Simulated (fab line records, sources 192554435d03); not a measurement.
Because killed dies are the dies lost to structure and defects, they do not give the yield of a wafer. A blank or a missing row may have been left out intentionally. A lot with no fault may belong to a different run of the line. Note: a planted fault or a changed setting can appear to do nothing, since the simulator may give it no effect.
Struck lot and sound lot, side by side | flow n5 finfet | 36 out of 1938 route steps
Sound: these wafers, L441.1, L441.4, L441.5. Struck: wafers L435.2, L435.5, L435.6. The cause comes at the end.
For every step that has rows: the tool of each side, followed by ch and its chambers, followed by its first start. Under that, the readings that differ: sound wafers | struck wafers | difference of the means | sigmas: that difference in standard deviations of wafers without a fault.
alike: a reading whose means differ by less than 2 such deviations, as well as words and numbers matching on both sides. not compared: withheld readings; readings where some wafer has no value; bounds like >300 that might hide an equal value; numbers whose values overlap and for which the record gives no deviation.
The two part at a step that has a row with sigmas, a row that says differs or no value, or rows on one side only. When numbers do not overlap yet have no deviation, they are printed without sigmas and do not part them. A reading that every wafer of one side lacks parts them only if that side has two wafers or more.

N5_BEOL_M4_THK_MEAS_53: measures by xrf.
  sound on film metro-02 at day 12 23:47; struck on film metro-01 at day 12 01:00
  alike: M4_THK
N5_BEOL_M4_PRE_CLEAN_60: time 15 s.
  sound on cvd co-01 ch 1,2, day 12 23:49; struck on cvd co-02 ch 0,1, day 12 01:02
  alike: heater power w
then, 3 steps without rows for these wafers: N5_BEOL_M4_CO_CAP_55 (material Co, precursor CCTBA/H2, target thk 2 nm, time 102.1 s); N5_BEOL_M4_PRE_CLEAN_56 (time 15 s); N5_BEOL_M4_DEP_57 (deposits SiCN from 3MS/NH3, target thk 8 nm, time 14 s).
N5_BEOL_M4_RS_MEAS_58: uses a four-point probe to measure.
  sound on film metro-02 at day 13 00:02; struck on film metro-02 at day 12 01:19
  alike: M4_RS
N5_BEOL_M4_INSPECT_59: inspects for defects (darkfield).
  sound on defect inspect-01 at day 13 00:04; struck on defect inspect-02 at day 12 01:21
  alike: raw defect count
N5_BEOL_M4_RC_MEAS_101:
  sound on prober-02 ch 0, day 13 00:05; struck on prober-02 ch 0, day 12 01:32
  alike: DIBL_N, DIBL_P, IOFF_N, IOFF_P, ION_N, ION_P, SS_N, SS_P, VT_N, VT_P
N5_BEOL_M5_ILD_DEP_00: deposits SiCOH lowk from DEMS/porogen, target thk 140.64 nm, time 25.9 s.
  sound on pecvd-04 ch 0,1, day 13 01:03; struck on pecvd-03 ch 1,2, day 12 02:20
  reading                | sound          | struck         | difference | sigmas
  throttle valve pct (%) | 15.7 14.7 16.0 | 12.8 14.3 12.5 | -2.3       | -2
  alike: chamber pressure Torr, heater power outer w, heater power w, showerhead plenum p Torr
N5_BEOL_M5_CURE_79: cures SiCOH lowk, time 240 s.
  sound on uv cure-02 ch 1, day 13 01:07; struck on uv cure-01 ch 1, day 12 02:28
  alike: lamp power pct, wafer_temp_C_max
N5_BEOL_M5_THK_MEAS_01:
  sound on film metro-01 at day 13 01:37; struck on film metro-02 at day 12 02:55
  alike: M5_ILD_THK
then, 1 step without rows for these wafers: N5_BEOL_M5_PECVD_70 (deposits SiO2 from TEOS/O2, target thk 16 nm, time 18 s).
N5_BEOL_M5_HM_DEP_02: deposits TiN, target thk 20 nm.
  sound on pvd sputter-03 at day 13 02:55; struck on pvd sputter-02 at day 12 03:38
  no value came back on the struck wafers for chamber pressure pa (Pa), substrate temp c (C), throttle valve pct (%); on the sound wafers chamber pressure pa (Pa) reads 0.5001 0.4994 0.5009
then, 9 steps without rows for these wafers: N5_BEOL_M5_COAT_59 (time 60 s, resist thk 60 nm); N5_BEOL_M5_COAT_60 (time 60 s, resist thk 12 nm); N5_BEOL_M5_COAT_71 (time 60 s, resist thk 5 nm); N5_BEOL_M5_COAT_05 (resist thk 30 nm); N5_BEOL_M5_EBR_07; N5_BEOL_M5_SOFTBAKE_06 (time 60 s); N5_BEOL_M5_EXPOSE_08 (exposes mask M5, target cd 28 nm); N5_BEOL_M5_PEB_09 (peb time 60 s); N5_BEOL_M5_DEVELOP_10 (develop time 30 s).
N5_BEOL_M5_CD_MEAS_11 targets a cd of 27.74 nm.
  sound on cd sem-02 ch 0, day 13 03:26; struck on cd sem-02 ch 0, day 12 04:10
  alike: cd nm
N5_BEOL_M5_OVL_MEAS_12:
  sound on overlay-02 ch 0, day 13 03:28; struck on overlay-02 ch 0, day 12 04:11
  alike: M5_OVL
N5_BEOL_M5_INSPECT_13: inspects for defects (brightfield).
  sound on defect inspect-02 at day 13 03:31; struck on defect inspect-02 at day 12 04:14
  alike: raw defect count
then, 2 steps without rows for these wafers: N5_BEOL_M5_DESCUM_16 (chemistry O2, time 7 s); N5_BEOL_M5_ETCH_72 (etches underlayer in N2/H2, target depth 6.5 nm, time 5.2 s).
N5_BEOL_M5_ETCH_61: etches SiARC in CF4, target depth 15.6 nm, time 26 s.
  sound on rie diel-01 ch 1,2,3, day 13 03:36; struck on rie diel-01 ch 0,1, day 12 04:20
  alike: drypump motor current A, etch rf on time s, oes product au, rf vpp V, showerhead plenum p Torr, throttle valve pct
  not compared: rf hours counter h
then, 4 steps without rows for these wafers: N5_BEOL_M5_ETCH_62 (etches SOC in N2/H2, target depth 75 nm, overetch 15 nm, time 112.5 s); N5_BEOL_M5_STRIP_63 (strips in N2/H2); N5_BEOL_M5_STRIP_73 (strips in N2/H2); N5_BEOL_M5_STRIP_64 (strips in CF4).
N5_BEOL_M5_HM_OPEN_17: chemistry Cl2/BCl3, target TiN, target depth 20 nm, overetch 6 nm.
  sound on rie metal-03 ch 0,1, day 13 03:48; struck on rie metal-02 ch 0,1, day 12 04:31
  reading                  | sound             | struck            | difference | sigmas
  oes product au (a.u.)    | 0.58 0.59 0.57    | 0.30 0.34 0.30    | -0.27      | -3
  throttle valve pct (%)   | 22.02 21.69 22.04 | 23.17 22.60 23.18 | +1.07      | +4
  model.etch.depth nm (nm) | 19.82 19.63 19.63 | 0 0 0             | -20        |
  alike: drypump motor current A, mfc cl2 sccm
  not compared: rf hours counter h
N5_BEOL_M5_STRIP_19: strips in O2.
  sound on rie diel-01 ch 1,2,3, day 13 03:55; struck on rie diel-01 ch 0,1,2, day 12 04:38
  alike: drypump motor current A, oes product au, rf vpp V, showerhead plenum p Torr, throttle valve pct
  not compared: rf hours counter h
N5_BEOL_M5_CD_MEAS_18: pitch 56 nm, target cd 28 nm.
  sound on cd sem-02 at day 13 03:59; struck on cd sem-02 at day 12 04:43
  reading    | sound          | struck | difference                    | sigmas
  cd nm (nm) | 28.2 28.4 27.8 | - - -  | no value on the struck wafers |
then, 1 step without rows for these wafers: N5_BEOL_M5_COAT_65 (time 60 s, resist thk 60 nm).

WHERE THEY PART
At N5_BEOL_M5_ILD_DEP_00 first; at N5_BEOL_M5_CD_MEAS_18 last (within this record only).

WHY: what the simulator had put in
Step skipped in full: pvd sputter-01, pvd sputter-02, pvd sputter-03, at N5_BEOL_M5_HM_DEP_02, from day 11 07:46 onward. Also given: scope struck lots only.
